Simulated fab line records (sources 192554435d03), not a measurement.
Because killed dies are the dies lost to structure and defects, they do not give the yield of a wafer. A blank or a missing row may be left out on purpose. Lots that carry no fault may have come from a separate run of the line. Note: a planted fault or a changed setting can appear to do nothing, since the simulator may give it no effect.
Split-lot experiment | flow n5-finfet | 7 lots, 21 wafers read, on a route of 1938 steps

## ABOUT THE SPLIT
At N5_MOL_CONTACT_COAG_ETCH_106 (etches SOC in N2/H2, target depth 80 nm, overetch 16 nm, time 120 s), the setting source-w was moved away from the recipe's 840 W on 10 of the 21 wafers read, by -13.1% to +18.0%. For the rest of the wafers, this setting stayed at what the recipe calls for.

The reading comes from the split's own step.

## THE READING
rf-vpp-V, in V, at N5_MOL_CONTACT_COAG_ETCH_106 (etches SOC in N2/H2, target depth 80 nm, overetch 16 nm, time 120 s). On this fab line, fault-free wafers typically give 524.5 V with a standard deviation of 2.4 V.

wafer  | tool, chamber at the split | source-w as run, W | against the recipe | rf-vpp-V, V | against lot-mates on the recipe
L074.2 | rie-diel-03, 1             | 840                | recipe             | 527.1       | -
L074.4 | rie-diel-03, 3             | 840                | recipe             | 521.6       | -
L074.5 | rie-diel-03, 2             | 973.2              | +15.9%             | 502.0       | -22.4
L075.1 | rie-diel-03, 0             | 840                | recipe             | 522.1       | -
L075.2 | rie-diel-03, 3             | 840                | recipe             | 521.0       | -
L075.5 | rie-diel-03, 3             | 840                | recipe             | 521.9       | -
L079.1 | rie-diel-05, 0             | 840                | recipe             | 526.6       | -
L079.2 | rie-diel-05, 1             | 991.1              | +18.0%             | 494.5       | -32.1
L079.4 | rie-diel-05, 3             | 991.1              | +18.0%             | 494.4       | -32.2
L088.1 | rie-diel-05, 0             | 960                | +14.3%             | 504.5       | -18.3
L088.2 | rie-diel-05, 3             | 960                | +14.3%             | 501.7       | -21.1
L088.6 | rie-diel-05, 2             | 840                | recipe             | 522.8       | -
L091.1 | rie-diel-03, 2             | 840                | recipe             | 527.5       | -
L091.5 | rie-diel-03, 2             | 729.7              | -13.1%             | 549.1       | +21.8
L091.6 | rie-diel-03, 1             | 840                | recipe             | 527.1       | -
L093.2 | rie-diel-05, 2             | 840                | recipe             | 523.3       | -
L093.3 | rie-diel-05, 3             | 988.4              | +17.7%             | 495.8       | -27.5
L093.5 | rie-diel-05, 0             | 988.4              | +17.7%             | 497.8       | -25.5
L094.1 | rie-diel-03, 0             | 840                | recipe             | 521.3       | -
L094.2 | rie-diel-03, 2             | 783.1              | -6.8%              | 540.5       | +19.2
L094.5 | rie-diel-03, 2             | 783.1              | -6.8%              | 539.2       | +17.9

THE FIT
A straight line over all 21 wafers: rf-vpp-V changes by -1.65 V for each +1% of source-w; r = -0.99; the points scatter about the line by 2.7 V.
The same after taking each lot's own level away (the mean of its wafers on the recipe; 21 wafers): -1.67 V for each +1%; r = -0.98; scatter 3 V.
Per that fit: largest source-w move, reading shift of 30 V.
Measured against the standard deviation above, the lots' own levels, which go from 521.30 to 527.30 V, span 2.5 times it.
The two slopes are in agreement: the lot-to-lot level therefore moves the slope only a little.
Check: for one of the wafers moved furthest among these (+18.0%), held out of the fit, the line's prediction against its lot-mates is -28.1 V. It came out at -32.1 V against them.
Tool readings at the split's step, against how far the setting was moved: rf-vpp-V r = -0.99.

## THE WHOLE CHAIN: every reading that the file lists as answering this split, in the file's order
step                                | what it does                                                             | reading                                                                                    | change (the file's fit)                | r (the file's)
N5_MOL_CONTACT_COAG_ETCH_106        | etches SOC in N2/H2, target depth 80 nm, overetch 16 nm, time 120 s      | rf-vpp-V                                                                                   | -1.6 V for each +1% of the setting     | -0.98
N5_MOL_CONTACT_COAG_ETCH_106        | etches SOC in N2/H2, target depth 80 nm, overetch 16 nm, time 120 s      | SiARC_of_MOL_CONTACT_COAG_COAT_104.thk-nm (the simulator's own value, which no gauge read) | -0.0313 nm for each +1% of the setting | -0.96
N5_MOL_CONTACT_COAG_CONTACT_ETCH_14 | etches SiO2 in C4F6/O2, target depth 27.5 nm, overetch 8.5 nm, time 20 s | MOL_CONTACT_COAG.cd-offset-nm (the simulator's own value, which no gauge read)             | +0.0282 nm for each +1% of the setting | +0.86
N5_MOL_CONTACT_COAG_ETCH_110        | etches Si in CF4/O2, target depth 2.5 nm, time 8 s                       | MOL_CONTACT_COAG.cd-offset-nm (the simulator's own value, which no gauge read)             | +0.0331 nm for each +1% of the setting | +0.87

## THE FILE'S OWN FIT
rf-vpp-V changes by -1.6 V for each +1% of source-w, r = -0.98.
